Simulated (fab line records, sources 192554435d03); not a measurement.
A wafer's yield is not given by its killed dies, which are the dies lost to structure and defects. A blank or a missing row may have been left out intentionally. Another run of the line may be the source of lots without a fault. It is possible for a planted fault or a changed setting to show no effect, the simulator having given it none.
Chamber matching | flow n5_finfet | N5_FIN_CUT_CUT_ETCH_28 on rie_si-02: 4 sister chambers
The step etches Si in HBr/Cl2/O2, target depth 6 nm, time 2.4 s. 8 wafers are shown with their chamber, then 7 later ones without.

== EACH WAFER AND ITS CHAMBER ==
wafer  | chamber | drypump_motor_current_A (A) | throttle_valve_pct (%)
L079.1 | 0       | 5.6                         | 37.05
L084.1 | 2       | 6.3                         | 37.01
L084.4 | 3       | 5.4                         | 37.40
L084.6 | 3       | 5.4                         | 37.41
L086.5 | 1       | 5.6                         | 36.92
L086.6 | 2       | 6.3                         | 37.02
L087.1 | 0       | 5.7                         | 37.06
L087.2 | 1       | 5.6                         | 36.93

== WAFERS WHOSE CHAMBER IS MISSING ==
wafer  | drypump_motor_current_A (A) | throttle_valve_pct (%)
L087.5 | 5.3                         | 37.39
L091.1 | 5.7                         | 37.07
L091.2 | 5.6                         | 36.92
L091.6 | 5.6                         | 36.94
L097.2 | 5.6                         | 36.92
L097.3 | 5.6                         | 37.07
L097.6 | 5.6                         | 36.91

== CHAMBER TAKEN BY EACH ==
wafer  | from the rows above | in truth
L087.5 | 3                   | 3
L091.1 | 0                   | 0
L091.2 | 1                   | 1
L091.6 | 1                   | 1
L097.2 | 1                   | 1
L097.3 | 0                   | 0
L097.6 | 1                   | 1
Placed correctly: 7 of 7. Can't be placed from these rows: 0. 0 placed wrongly.
How it was worked out, from the rows above alone: a wafer's distance from a chamber is the root of the sum, over the readings, of the square of ((its reading less the chamber's mean) divided by the reading's scatter). The wafer belongs to the nearest chamber; if the next one is less than 2 further off, it can't be placed. The mean given for a chamber averages the wafers shown for that chamber. The scatter: the root of (the sum of the squares of (reading less its chamber's mean) over the shown wafers, divided by (wafers less chambers)).
